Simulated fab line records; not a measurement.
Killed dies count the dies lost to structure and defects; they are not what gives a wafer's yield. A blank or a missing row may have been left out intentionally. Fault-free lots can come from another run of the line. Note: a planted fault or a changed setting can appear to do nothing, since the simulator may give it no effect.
Matching of chambers -- flow n5_finfet -- N5_BEOL_M3_ETCH_69 on rie_diel-03: 4 sister chambers
The step etches SiARC in CF4, target depth 15.6 nm, time 26 s. 18 wafers are shown with their chamber, then 9 later ones without.

WAFERS WITH THEIR CHAMBER
wafer,chamber,showerhead_plenum_p_Torr (Torr),drypump_motor_current_A (A),throttle_valve_pct (%)
L079.2,1,2.21,6.36,15.31
L079.3,0,2.19,5.59,15.43
L079.6,2,2.27,5.72,15.33
L080.1,2,2.27,5.72,15.30
L080.2,1,2.21,6.31,15.31
L080.3,0,2.19,5.57,15.44
L083.3,0,2.19,5.62,15.46
L083.4,3,2.07,5.45,15.70
L083.6,2,2.27,5.71,15.33
L085.2,1,2.21,6.40,15.32
L085.3,0,2.19,5.59,15.46
L085.4,3,2.07,5.50,15.70
L093.2,1,2.21,6.33,15.35
L093.4,2,2.27,5.70,15.33
L093.5,2,2.27,5.73,15.35
L091.2,2,2.27,5.70,15.35
L091.4,2,2.27,5.71,15.35
L091.5,3,2.06,5.48,15.75

SIGNATURES (means of the wafers above)
reading,chamber 0,chamber 1,chamber 2,chamber 3,scatter within a chamber
showerhead_plenum_p_Torr,2.1900,2.2100,2.2700,2.0667,0.00218
drypump_motor_current_A,5.5925,6.3500,5.7129,5.4767,0.0237
throttle_valve_pct,15.4475,15.3225,15.3343,15.7167,0.0196
Rule: for a wafer and a chamber, the distance is found by dividing, reading by reading, the gap between the wafer's reading and the chamber's mean by the reading's scatter, squaring, summing and taking the root. The wafer belongs to the nearest chamber; if the next one is less than 2 further off, it can't be placed. The scatter is the square root of a quotient: the sum, over the shown wafers, of each reading's squared deviation from its chamber's mean, divided by wafers minus chambers.

WAFERS WHOSE CHAMBER IS MISSING
wafer,showerhead_plenum_p_Torr (Torr),drypump_motor_current_A (A),throttle_valve_pct (%)
L094.3,2.26,5.72,15.37
L094.4,2.18,5.64,15.52
L094.5,2.18,5.60,15.50
L092.1,2.06,5.44,15.76
L092.2,2.18,5.60,15.51
L092.5,2.26,5.70,15.38
L095.2,2.18,5.64,15.51
L095.3,2.26,5.71,15.37
L095.5,2.06,5.46,15.76

WHICH CHAMBER EACH WENT THROUGH
wafer,from the rows above,in truth
L094.3,2,2
L094.4,0,0
L094.5,0,0
L092.1,3,3
L092.2,0,0
L092.5,2,2
L095.2,0,0
L095.3,2,2
L095.5,3,3
Placed correctly: 9 of 9. Left unplaced by these rows: 0. Wrongly placed: 0.
